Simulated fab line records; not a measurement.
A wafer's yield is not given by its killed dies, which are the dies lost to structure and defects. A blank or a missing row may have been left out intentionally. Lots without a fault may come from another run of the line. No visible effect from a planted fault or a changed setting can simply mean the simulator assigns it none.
Which tool is to blame? ; flow n5-finfet ; 11 lots with 31 wafers sampled at 2 steps, on a route of 1938 steps

== WHAT THE GAUGES READ, wafer by wafer ==
N5_PASSIVATION_CD_MEAS_30: the cd target is 4000 nm. Usual: cd-nm at 4000.5 nm, with a standard deviation of 2.
lot;measured;on;cd-nm (nm);flag
L631;day 11 16:07;cd-sem-02;4004.6 4003.9 4004.6;
L632;day 13 05:10;cd-sem-02;3999.9 4000.7 4003.3;
L634;day 12 12:10;cd-sem-01;4001.8 4001.3;
L635;day 12 19:29;cd-sem-03;3999.5 4000.5 4001.9;
L636;day 13 00:02;cd-sem-02;4001.2 3999.9 4002.7;
L637;day 13 14:33;cd-sem-01;3998.8 3999.9 4000.0;
L638;day 13 21:40;cd-sem-01;4000.0 3997.6 3998.0;
L639;day 14 18:23;cd-sem-01;3998.6 3998.8 4000.3;
L640;day 15 02:22;cd-sem-02;4000.4 4001.6 4003.0;
L651;day 17 02:24;cd-sem-03;4001.7 3999.7;
L652;day 17 23:56;cd-sem-01;4001.3 4001.3 4004.4;

== EACH LOT AND THE TOOL THAT RAN IT (in order: tool; ch and the chambers of the sampled wafers; start) ==
lot;N5_GATE_CUT_VAPOR_ETCH_60
L631;rie-metal-01 ch 0,1, day 4 07:40
L632;rie-metal-02 ch 0,1, day 4 16:05
L634;rie-metal-03 ch 1, day 5 01:41
L635;rie-metal-02 ch 0, day 5 06:52
L636;rie-metal-03 ch 0,1, day 5 12:52
L637;rie-metal-03 ch 0,1, day 5 20:40
L638;rie-metal-03 ch 0,1, day 6 03:59
L639;rie-metal-03 ch 0,1, day 6 06:38
L640;rie-metal-02 ch 0,1, day 6 14:40
L651;rie-metal-01 ch 0, day 9 08:37
L652;rie-metal-02 ch 0,1, day 9 15:55
- N5_GATE_CUT_VAPOR_ETCH_60: etches HfO2 in BCl3/Cl2.

== WHAT THE TOOLS THEMSELVES READ (means of the sampled wafers that have a number; where no wafer has one, the mark that the record gives instead) ==
N5_GATE_CUT_VAPOR_ETCH_60. Usual: drypump-motor-current-A 5.7 A, standard deviation 0.35; oes-product-au 0.70 a.u., standard deviation 0.068.
lot;tool;drypump-motor-current-A (A);oes-product-au (a.u.);flag
L631;rie-metal-01;5.5;0.74;
L632;rie-metal-02;5.5;0.77;
L634;rie-metal-03;6.2;0.66;
L635;rie-metal-02;5.8;0.69;
L636;rie-metal-03;6.0;0.62;
L637;rie-metal-03;6.1;0.64;
L638;rie-metal-03;6.1;0.63;
L639;rie-metal-03;6.0;0.62;
L640;rie-metal-02;5.5;0.76;
L651;rie-metal-01;5.2;0.65;
L652;rie-metal-02;5.7;0.72;

== THE ANSWER, worked out from the rows above alone ==
Rule: take the mean of a lot's wafers that have a number; if it is more than 3 standard deviations from the usual mean, the lot is off. A lot without any number at a reading at which 4 lots or more have one is off too. All remaining lots with rows at the step are treated as sound. First the gauges in route order, then the tools' own readings, where a lot's mean is used as printed above. The first step at which some lot is off is used, and at that step the reading that is off furthest; a lot without a number counts as furthest.
Nothing can be told from this: no lot is off at any reading shown.

== WHAT THE SIMULATOR HAD PUT IN ==
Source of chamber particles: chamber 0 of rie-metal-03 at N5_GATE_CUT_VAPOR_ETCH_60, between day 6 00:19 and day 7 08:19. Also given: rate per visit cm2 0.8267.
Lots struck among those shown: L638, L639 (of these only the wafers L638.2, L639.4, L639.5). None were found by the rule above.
